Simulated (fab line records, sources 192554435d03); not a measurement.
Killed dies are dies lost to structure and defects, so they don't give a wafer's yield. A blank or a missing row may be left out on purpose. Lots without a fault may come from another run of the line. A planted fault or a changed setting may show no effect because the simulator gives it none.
Chamber matching | flow n5_finfet | N5_BEOL_M8_DEP_56 on pecvd-04: 3 sister chambers
The step deposits SiCN from 3MS/NH3, target thk 10 nm, time 17.5 s. 16 wafers are shown with their chamber, then 8 later ones without.

WAFERS WITH THEIR CHAMBER
wafer  | chamber | showerhead_plenum_p_Torr (Torr) | showerhead_vpp_V (V) | throttle_valve_pct (%)
L074.1 | 1       | 3.667                           | 859                  | 9.0
L074.4 | 1       | 3.667                           | 865                  | 8.9
L074.5 | 0       | 3.621                           | 920                  | 9.4
L075.3 | 2       | 3.664                           | 848                  | 8.3
L075.5 | 2       | 3.656                           | 845                  | 7.8
L075.6 | 0       | 3.622                           | 939                  | 9.5
L085.2 | 2       | 3.659                           | 849                  | 7.8
L085.5 | 1       | 3.658                           | 867                  | 9.3
L085.6 | 2       | 3.657                           | 847                  | 8.0
L088.1 | 2       | 3.657                           | 846                  | 8.1
L088.2 | 0       | 3.619                           | 947                  | 9.6
L088.3 | 1       | 3.660                           | 873                  | 9.1
L089.1 | 2       | 3.662                           | 839                  | 8.4
L089.4 | 2       | 3.661                           | 831                  | 8.3
L089.6 | 1       | 3.671                           | 863                  | 9.3
L091.1 | 1       | 3.675                           | 850                  | 9.2

SIGNATURES (means of the wafers above)
reading                  | chamber 0 | chamber 1 | chamber 2 | scatter within a chamber
showerhead_plenum_p_Torr | 3.62067   | 3.66633   | 3.65943   | 0.00452
showerhead_vpp_V         | 935.33    | 862.83    | 843.57    | 8.49
throttle_valve_pct       | 9.500     | 9.133     | 8.100     | 0.199
Rule: a wafer's distance from a chamber is the root of the sum, over the readings, of the square of ((its reading less the chamber's mean) divided by the reading's scatter). The wafer belongs to the nearest chamber; if the next one is less than 2 further off, it can't be placed. The scatter: the root of (the sum of the squares of (reading less its chamber's mean) over the shown wafers, divided by (wafers less chambers)).

WAFERS WITHOUT THEIR CHAMBER
wafer  | showerhead_plenum_p_Torr (Torr) | showerhead_vpp_V (V) | throttle_valve_pct (%)
L091.4 | 3.657                           | 832                  | 8.2
L091.5 | 3.663                           | 865                  | 9.1
L094.1 | 3.659                           | 854                  | 8.0
L094.5 | 3.666                           | 844                  | 8.3
L094.6 | 3.669                           | 872                  | 8.9
L095.3 | 3.669                           | 865                  | 9.1
L095.5 | 3.616                           | 941                  | 9.4
L095.6 | 3.667                           | 839                  | 8.3

WHICH CHAMBER EACH WENT THROUGH
wafer  | from the rows above | in truth
L091.4 | 2                   | 2
L091.5 | 1                   | 1
L094.1 | 2                   | 2
L094.5 | 2                   | 2
L094.6 | 1                   | 1
L095.3 | 1                   | 1
L095.5 | 0                   | 0
L095.6 | 2                   | 2
Placed correctly: 8 of 8. Can't be placed from these rows: 0. Placed wrongly: 0.
